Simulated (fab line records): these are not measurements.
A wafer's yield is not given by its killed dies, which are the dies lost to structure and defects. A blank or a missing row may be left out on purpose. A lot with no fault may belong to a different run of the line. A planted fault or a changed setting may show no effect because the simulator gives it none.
Matching of chambers    flow n5-finfet    N5_BEOL_M5_STRIP_19 on rie-diel-02 has 4 sister chambers
The step strips in O2. 7 wafers are shown with their chamber, then 7 later ones without.

== EACH WAFER AND ITS CHAMBER ==
wafer   chamber  showerhead-plenum-p-Torr (Torr)  throttle-valve-pct (%)
L080.2  0        2.16                             16.82
L081.3  0        2.16                             16.82
L081.4  1        2.11                             16.52
L091.4  1        2.10                             16.57
L091.5  3        2.23                             16.37
L092.1  3        2.23                             16.36
L092.2  2        2.06                             16.85

== WAFERS WITH NO CHAMBER GIVEN ==
wafer   showerhead-plenum-p-Torr (Torr)  throttle-valve-pct (%)
L092.5  2.23                             16.38
L094.1  2.23                             16.40
L094.4  2.23                             16.38
L094.5  2.06                             16.87
L095.1  2.10                             16.61
L095.4  2.16                             16.34
L095.6  2.10                             16.58

== THE CHAMBER EACH PASSED THROUGH ==
wafer   from the rows above      in truth
L092.5  3                        3
L094.1  3                        3
L094.4  3                        3
L094.5  2                        2
L095.1  1                        1
L095.4  can't be placed: 1 or 3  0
L095.6  1                        1
Placed correctly: 6 of 7. Not placeable from these rows: 1 (in 0, the candidates include the true chamber). 0 placed wrongly.
How it was worked out, from the rows above alone: a wafer's distance from a chamber is the root of the sum, over the readings, of the square of ((its reading less the chamber's mean) divided by the reading's scatter). If the next closest chamber is less than 2 further off than the closest, the wafer can't be placed; otherwise it belongs to the closest. A chamber's mean is the mean of its shown wafers. The scatter: take each reading less its chamber's mean, square it, sum over the shown wafers, divide by the number of wafers less the number of chambers, and take the root.
